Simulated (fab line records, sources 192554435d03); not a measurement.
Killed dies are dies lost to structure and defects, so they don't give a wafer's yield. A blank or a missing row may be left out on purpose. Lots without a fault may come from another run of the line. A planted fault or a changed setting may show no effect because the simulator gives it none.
Chamber matching | flow n5_finfet | N5_HKMG_FIN_CVD_62 on thermal_cvd_si-01: 3 sister chambers
The step deposits a-Si from Si2H6, target thk 3 nm, time 20.8 s. 6 wafers are shown with their chamber, then 12 later ones without.

WAFERS WITH THEIR CHAMBER
wafer  | chamber | heater_power_w (W) | chamber_pressure_Torr (Torr)
L086.3 | 1       | 1550               | 0.9980
L088.1 | 0       | 1285               | 1.0005
L088.6 | 0       | 1286               | 1.0001
L090.3 | 2       | 1404               | 1.0035
L090.4 | 2       | 1396               | 1.0025
L090.5 | 1       | 1573               | 1.0036

WAFERS WITHOUT THEIR CHAMBER
wafer  | heater_power_w (W) | chamber_pressure_Torr (Torr)
L092.2 | 1397               | 0.9991
L092.3 | 1543               | 1.0021
L092.5 | 1325               | 1.0031
L094.1 | 1405               | 1.0017
L094.3 | 1564               | 1.0031
L094.4 | 1322               | 1.0005
L096.3 | 1513               | 0.9990
L096.4 | 1379               | 0.9965
L096.5 | 1565               | 0.9997
L097.2 | 1321               | 1.0032
L097.3 | 1367               | 1.0010
L097.4 | 1554               | 0.9997

WHICH CHAMBER EACH WENT THROUGH
wafer  | from the rows above | in truth
L092.2 | 2                   | 2
L092.3 | 1                   | 1
L092.5 | 0                   | 0
L094.1 | 2                   | 2
L094.3 | 1                   | 1
L094.4 | 0                   | 0
L096.3 | 1                   | 1
L096.4 | 2                   | 2
L096.5 | 1                   | 1
L097.2 | 0                   | 0
L097.3 | 2                   | 2
L097.4 | 1                   | 1
Placed correctly: 12 of 12. Can't be placed from these rows: 0. Placed wrongly: 0.
How it was worked out, from the rows above alone: a wafer's distance from a chamber is the root of the sum, over the readings, of the square of ((its reading less the chamber's mean) divided by the reading's scatter). The wafer belongs to the nearest chamber; if the next one is less than 2 further off, it can't be placed. A chamber's mean is the mean of its shown wafers. The scatter: the root of (the sum of the squares of (reading less its chamber's mean) over the shown wafers, divided by (wafers less chambers)).
